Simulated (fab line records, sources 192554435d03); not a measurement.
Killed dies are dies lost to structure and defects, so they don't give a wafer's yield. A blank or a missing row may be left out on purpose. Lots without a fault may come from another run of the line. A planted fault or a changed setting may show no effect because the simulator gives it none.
Chamber matching | flow n5_finfet | N5_BEOL_M7_DESCUM_33 on rie_diel-01: 4 sister chambers
The step chemistry O2, time 7 s. 4 wafers are shown with their chamber, then 9 later ones without.

WAFERS WITH THEIR CHAMBER
wafer  | chamber | showerhead_plenum_p_Torr (Torr)
L086.1 | 2       | 2.16
L088.1 | 1       | 2.05
L088.2 | 0       | 2.01
L088.4 | 3       | 2.20

WAFERS WITHOUT THEIR CHAMBER
wafer  | showerhead_plenum_p_Torr (Torr)
L091.4 | 2.16
L091.5 | 2.04
L091.6 | 2.01
L093.1 | 2.01
L093.4 | 2.04
L093.5 | 2.16
L095.1 | 2.15
L095.3 | 2.04
L095.6 | 2.15

WHICH CHAMBER EACH WENT THROUGH
wafer  | from the rows above | in truth
L091.4 | 2                   | 2
L091.5 | 1                   | 1
L091.6 | 0                   | 0
L093.1 | 0                   | 0
L093.4 | 1                   | 1
L093.5 | 2                   | 2
L095.1 | 2                   | 2
L095.3 | 1                   | 1
L095.6 | 2                   | 2
Placed correctly: 9 of 9. Can't be placed from these rows: 0. Placed wrongly: 0.
How it was worked out, from the rows above alone: a wafer's distance from a chamber is the root of the sum, over the readings, of the square of ((its reading less the chamber's mean) divided by the reading's scatter). The wafer belongs to the nearest chamber; if the next one is less than 2 further off, it can't be placed. A chamber's mean is the mean of its shown wafers. The scatter: with one shown wafer a chamber, the root of the mean of the squares of how far each hidden wafer lies from its nearest shown one.
